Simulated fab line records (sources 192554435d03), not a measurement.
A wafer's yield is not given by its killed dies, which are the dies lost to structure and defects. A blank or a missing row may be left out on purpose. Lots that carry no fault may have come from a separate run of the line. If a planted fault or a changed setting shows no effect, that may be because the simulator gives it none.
Chamber matching -- flow n5_finfet -- rie_diel-03 running N5_FIN_SAQP_SPACER1_ETCHBACK_25: 4 sister chambers
The step etches SiO2 in CHF3/O2, target depth 24.4 nm, time 12.2 s. 4 wafers are shown with their chamber, then 9 later ones without.

WAFERS PAIRED WITH THEIR CHAMBERS
wafer,chamber,drypump_motor_current_A (A)
L080.3,1,5.2
L081.3,0,5.7
L085.3,2,5.3
L085.6,3,6.3

WAFERS MISSING THEIR CHAMBER
wafer,drypump_motor_current_A (A)
L086.1,5.7
L086.3,6.4
L086.6,5.6
L088.2,6.3
L088.3,5.3
L088.5,5.6
L095.2,5.3
L095.3,6.3
L095.4,5.7

EACH ONE'S CHAMBER
wafer,from the rows above,in truth
L086.1,0,0
L086.3,3,3
L086.6,0,0
L088.2,3,3
L088.3,can't be placed: 2 or 1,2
L088.5,0,0
L095.2,can't be placed: 2 or 1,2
L095.3,3,3
L095.4,0,0
Placed correctly: 7 of 9. From these rows, 2 cannot be placed; in 2 the true chamber is one of the candidates. Wrongly placed: 0.
How it was worked out, from the rows above alone: a wafer's distance from a chamber is the root of the sum, over the readings, of the square of ((its reading less the chamber's mean) divided by the reading's scatter). The wafer belongs to the nearest chamber; if the next one is less than 2 further off, it can't be placed. Each chamber's mean is taken over the wafers shown for it. The scatter (one wafer shown for each chamber): square how far every hidden wafer sits from the nearest shown wafer, average those squares and take the square root.
